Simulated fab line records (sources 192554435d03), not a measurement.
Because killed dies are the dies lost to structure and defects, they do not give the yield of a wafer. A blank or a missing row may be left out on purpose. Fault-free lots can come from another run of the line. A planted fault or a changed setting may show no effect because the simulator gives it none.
Lot-split experiment + flow n5-finfet + 7 lots, 21 wafers read, on a route of 1938 steps

== ON THE SPLIT ==
At N5_BEOL_M10_TRENCH_ETCH_37 (etches SiCOH lowk in C4F6/O2, target depth 148.83 nm, time 48 s), the setting bias-w was moved away from the recipe's 185 W on 8 of the 21 wafers read, by -16.7% to +17.2%. The other wafers ran this setting at the recipe's value.

The reading comes from the split's own step.

== THE READING ==
rf-vpp-V, in V, at N5_BEOL_M10_TRENCH_ETCH_37 (etches SiCOH lowk in C4F6/O2, target depth 148.83 nm, time 48 s). Fault-free wafers of this fab line usually give 665 V, standard deviation 11 V.

| wafer  | tool, chamber at the split | bias-w as run, W | against the recipe | rf-vpp-V, V | against lot-mates on the recipe |
|--------|----------------------------|------------------|--------------------|-------------|---------------------------------|
| L076.3 | rie-diel-01, 3             | 185              | recipe             | 656         | -                               |
| L076.5 | rie-diel-01, 3             | 185              | recipe             | 655         | -                               |
| L076.6 | rie-diel-01, 2             | 185              | recipe             | 673         | -                               |
| L078.1 | rie-diel-01, 0             | 185              | recipe             | 660         | -                               |
| L078.3 | rie-diel-01, 1             | 185              | recipe             | 679         | -                               |
| L078.6 | rie-diel-01, 1             | 185              | recipe             | 679         | -                               |
| L079.2 | rie-diel-05, 1             | 185              | recipe             | 660         | -                               |
| L079.5 | rie-diel-05, 2             | 185              | recipe             | 663         | -                               |
| L079.6 | rie-diel-05, 1             | 185              | recipe             | 661         | -                               |
| L080.1 | rie-diel-01, 3             | 163              | -11.9%             | 593         | -67                             |
| L080.3 | rie-diel-01, 0             | 185              | recipe             | 660         | -                               |
| L080.4 | rie-diel-01, 2             | 163              | -11.9%             | 609         | -51                             |
| L083.3 | rie-diel-05, 0             | 154.1            | -16.7%             | 571         | -92                             |
| L083.4 | rie-diel-05, 3             | 185              | recipe             | 663         | -                               |
| L083.6 | rie-diel-05, 2             | 154.1            | -16.7%             | 575         | -88                             |
| L085.3 | rie-diel-03, 0             | 207.9            | +12.4%             | 745         | +65                             |
| L085.5 | rie-diel-03, 1             | 207.9            | +12.4%             | 747         | +67                             |
| L085.6 | rie-diel-03, 0             | 185              | recipe             | 680         | -                               |
| L087.2 | rie-diel-03, 2             | 185              | recipe             | 645         | -                               |
| L087.4 | rie-diel-03, 0             | 216.9            | +17.2%             | 770         | +125                            |
| L087.5 | rie-diel-03, 1             | 216.9            | +17.2%             | 772         | +127                            |

THE FIT
A straight line over all 21 wafers: rf-vpp-V changes by +5.89 V for each +1% of bias-w; r = +0.99; the points scatter about the line by 9.6 V.
The same after taking each lot's own level away (the mean of its wafers on the recipe; 21 wafers): +5.96 V for each +1%; r = +0.98; scatter 10 V.
On that fit, the largest move of bias-w shifts the reading by 1e+02 V.
The lots' own levels span 645.0 to 680.0 V, that is 3.2 times the standard deviation above.
The two slopes agree, so the slope changes little with the lot-to-lot level.
Check: with one of the wafers moved furthest among these (+17.2%) left out of the fit, the line predicts +101 V for it against its lot-mates. It came out at +125 V against them.
Tool readings at the split's step, against how far the setting was moved: rf-vpp-V r = +0.99.

== OTHER SPLITS ON THESE WAFERS ==
These wafers also went through other splits before the reading. Each is held against what the fit with the lots' levels taken away leaves over:
| other split on the same wafers    | wafers away from the commonest value | r with rf-vpp-V (lot level and that fit taken away) |
|-----------------------------------|--------------------------------------|-----------------------------------------------------|
| N5_BEOL_M9_HM_DEP_02 target-thk-a | 6                                    | -0.06                                               |
| N5_BEOL_M10_COAT_59 spin-rpm      | 6                                    | -0.50                                               |
| N5_BEOL_M10_VIA_ETCH_34 bias-w    | 8                                    | +0.22                                               |

== THE FILE'S OWN FIT ==
rf-vpp-V changes by +5.97 V for each +1% of bias-w, r = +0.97.
